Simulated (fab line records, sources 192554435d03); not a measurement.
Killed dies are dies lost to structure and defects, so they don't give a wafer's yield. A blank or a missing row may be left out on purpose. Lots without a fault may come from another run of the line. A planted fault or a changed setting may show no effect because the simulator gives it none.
Chamber matching | flow n5_finfet | N5_GATE_CUT_HM_DEP_46 on pecvd-01: 3 sister chambers
The step deposits SiO2 from TEOS/O2, target thk 130 nm, time 26.6 s. 6 wafers are shown with their chamber, then 10 later ones without.

WAFERS WITH THEIR CHAMBER
wafer  | chamber | throttle_valve_pct (%) | showerhead_plenum_p_Torr (Torr)
L086.2 | 0       | 18.8                   | 8.38
L087.1 | 2       | 18.7                   | 8.33
L087.2 | 0       | 19.1                   | 8.38
L087.3 | 1       | 20.3                   | 8.36
L089.1 | 2       | 18.7                   | 8.34
L089.3 | 1       | 20.3                   | 8.36

WAFERS WITHOUT THEIR CHAMBER
wafer  | throttle_valve_pct (%) | showerhead_plenum_p_Torr (Torr)
L089.6 | 20.2                   | 8.38
L091.1 | 20.3                   | 8.36
L091.2 | 18.9                   | 8.38
L091.3 | 18.9                   | 8.33
L091.4 | 18.7                   | 8.37
L091.5 | 20.3                   | 8.35
L091.6 | 18.7                   | 8.38
L094.1 | 18.8                   | 8.37
L094.4 | 19.2                   | 8.35
L094.6 | 18.7                   | 8.37

WHICH CHAMBER EACH WENT THROUGH
wafer  | from the rows above | in truth
L089.6 | 1                   | 1
L091.1 | 1                   | 1
L091.2 | 0                   | 0
L091.3 | 2                   | 2
L091.4 | 0                   | 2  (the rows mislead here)
L091.5 | 1                   | 1
L091.6 | 0                   | 0
L094.1 | 0                   | 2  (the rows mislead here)
L094.4 | 2                   | 2
L094.6 | 0                   | 0
Placed correctly: 8 of 10. Can't be placed from these rows: 0. Placed wrongly: 2.
How it was worked out, from the rows above alone: a wafer's distance from a chamber is the root of the sum, over the readings, of the square of ((its reading less the chamber's mean) divided by the reading's scatter). The wafer belongs to the nearest chamber; if the next one is less than 2 further off, it can't be placed. A chamber's mean is the mean of its shown wafers. The scatter: the root of (the sum of the squares of (reading less its chamber's mean) over the shown wafers, divided by (wafers less chambers)).
